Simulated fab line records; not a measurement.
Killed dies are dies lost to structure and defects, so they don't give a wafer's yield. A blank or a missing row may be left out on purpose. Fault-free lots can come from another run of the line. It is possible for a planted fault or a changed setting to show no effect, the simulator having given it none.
Chamber matching :: flow n5Finfet :: 4 sister chambers for N5_BEOL_M6_DESCUM_16 on rieDiel-05
The step chemistry O2, time 7.9 s. 20 wafers are shown with their chamber, then 10 later ones without.

WAFERS WITH THEIR CHAMBER
wafer: L077.2
chamber: 3
throttleValvePct (%): 20.60
showerheadPlenumPTorr (Torr): 2.06
drypumpMotorCurrentA (A): 5.9

wafer: L077.3
chamber: 1
throttleValvePct (%): 20.19
showerheadPlenumPTorr (Torr): 2.18
drypumpMotorCurrentA (A): 5.7

wafer: L077.4
chamber: 0
throttleValvePct (%): 20.39
showerheadPlenumPTorr (Torr): 2.23
drypumpMotorCurrentA (A): 5.1

wafer: L078.1
chamber: 2
throttleValvePct (%): 19.84
showerheadPlenumPTorr (Torr): 2.13
drypumpMotorCurrentA (A): 5.8

wafer: L078.4
chamber: 0
throttleValvePct (%): 20.40
showerheadPlenumPTorr (Torr): 2.23
drypumpMotorCurrentA (A): 5.1

wafer: L078.5
chamber: 1
throttleValvePct (%): 20.21
showerheadPlenumPTorr (Torr): 2.18
drypumpMotorCurrentA (A): 5.6

wafer: L081.3
chamber: 1
throttleValvePct (%): 20.22
showerheadPlenumPTorr (Torr): 2.17
drypumpMotorCurrentA (A): 5.7

wafer: L081.5
chamber: 1
throttleValvePct (%): 20.23
showerheadPlenumPTorr (Torr): 2.17
drypumpMotorCurrentA (A): 5.6

wafer: L081.6
chamber: 0
throttleValvePct (%): 20.42
showerheadPlenumPTorr (Torr): 2.22
drypumpMotorCurrentA (A): 5.1

wafer: L082.1
chamber: 0
throttleValvePct (%): 20.41
showerheadPlenumPTorr (Torr): 2.22
drypumpMotorCurrentA (A): 5.1

wafer: L082.4
chamber: 1
throttleValvePct (%): 20.24
showerheadPlenumPTorr (Torr): 2.17
drypumpMotorCurrentA (A): 5.6

wafer: L082.6
chamber: 0
throttleValvePct (%): 20.40
showerheadPlenumPTorr (Torr): 2.22
drypumpMotorCurrentA (A): 5.0

wafer: L083.1
chamber: 1
throttleValvePct (%): 20.21
showerheadPlenumPTorr (Torr): 2.17
drypumpMotorCurrentA (A): 5.6

wafer: L083.4
chamber: 2
throttleValvePct (%): 19.86
showerheadPlenumPTorr (Torr): 2.13
drypumpMotorCurrentA (A): 5.8

wafer: L083.5
chamber: 0
throttleValvePct (%): 20.42
showerheadPlenumPTorr (Torr): 2.22
drypumpMotorCurrentA (A): 5.1

wafer: L085.3
chamber: 2
throttleValvePct (%): 19.86
showerheadPlenumPTorr (Torr): 2.13
drypumpMotorCurrentA (A): 5.8

wafer: L085.5
chamber: 2
throttleValvePct (%): 19.87
showerheadPlenumPTorr (Torr): 2.13
drypumpMotorCurrentA (A): 5.8

wafer: L085.6
chamber: 1
throttleValvePct (%): 20.23
showerheadPlenumPTorr (Torr): 2.17
drypumpMotorCurrentA (A): 5.7

wafer: L084.1
chamber: 1
throttleValvePct (%): 20.24
showerheadPlenumPTorr (Torr): 2.17
drypumpMotorCurrentA (A): 5.6

wafer: L084.2
chamber: 2
throttleValvePct (%): 19.88
showerheadPlenumPTorr (Torr): 2.13
drypumpMotorCurrentA (A): 5.8

SIGNATURES (averages over the wafers above)
reading: throttleValvePct
chamber 0: 20.4067
chamber 1: 20.2213
chamber 2: 19.8620
chamber 3: 20.6000
scatter within a chamber: 0.0152

reading: showerheadPlenumPTorr
chamber 0: 2.2233
chamber 1: 2.1725
chamber 2: 2.1300
chamber 3: 2.0600
scatter within a chamber: 0.00421

reading: drypumpMotorCurrentA
chamber 0: 5.083
chamber 1: 5.638
chamber 2: 5.800
chamber 3: 5.900
scatter within a chamber: 0.0411
Rule: distance of a wafer from a chamber = root of the sum over the readings of ((wafer's reading minus chamber's mean) / reading's scatter) squared. If the next closest chamber is less than 2 further off than the closest, the wafer can't be placed; otherwise it belongs to the closest. The scatter is the square root of a quotient: the sum, over the shown wafers, of each reading's squared deviation from its chamber's mean, divided by wafers minus chambers.

WAFERS WITHOUT THEIR CHAMBER
wafer: L084.6
throttleValvePct (%): 19.87
showerheadPlenumPTorr (Torr): 2.13
drypumpMotorCurrentA (A): 5.8

wafer: L087.1
throttleValvePct (%): 20.22
showerheadPlenumPTorr (Torr): 2.17
drypumpMotorCurrentA (A): 5.6

wafer: L087.2
throttleValvePct (%): 20.45
showerheadPlenumPTorr (Torr): 2.21
drypumpMotorCurrentA (A): 5.1

wafer: L087.3
throttleValvePct (%): 20.22
showerheadPlenumPTorr (Torr): 2.05
drypumpMotorCurrentA (A): 5.9

wafer: L094.1
throttleValvePct (%): 20.26
showerheadPlenumPTorr (Torr): 2.16
drypumpMotorCurrentA (A): 5.7

wafer: L094.3
throttleValvePct (%): 20.47
showerheadPlenumPTorr (Torr): 2.21
drypumpMotorCurrentA (A): 5.1

wafer: L094.4
throttleValvePct (%): 19.90
showerheadPlenumPTorr (Torr): 2.12
drypumpMotorCurrentA (A): 5.8

wafer: L095.2
throttleValvePct (%): 19.91
showerheadPlenumPTorr (Torr): 2.12
drypumpMotorCurrentA (A): 5.8

wafer: L095.4
throttleValvePct (%): 20.25
showerheadPlenumPTorr (Torr): 2.05
drypumpMotorCurrentA (A): 5.9

wafer: L095.5
throttleValvePct (%): 20.50
showerheadPlenumPTorr (Torr): 2.21
drypumpMotorCurrentA (A): 5.0

WHICH CHAMBER EACH ONE RAN IN
wafer: L084.6
from the rows above: 2
in truth: 2

wafer: L087.1
from the rows above: 1
in truth: 1

wafer: L087.2
from the rows above: 0
in truth: 0

wafer: L087.3
from the rows above: 3
in truth: 3

wafer: L094.1
from the rows above: 1
in truth: 1

wafer: L094.3
from the rows above: 0
in truth: 0

wafer: L094.4
from the rows above: 2
in truth: 2

wafer: L095.2
from the rows above: 2
in truth: 2

wafer: L095.4
from the rows above: 3
in truth: 3

wafer: L095.5
from the rows above: 0
in truth: 0
Placed correctly: 10 of 10. Not placeable from these rows: 0. Number placed wrongly: 0.
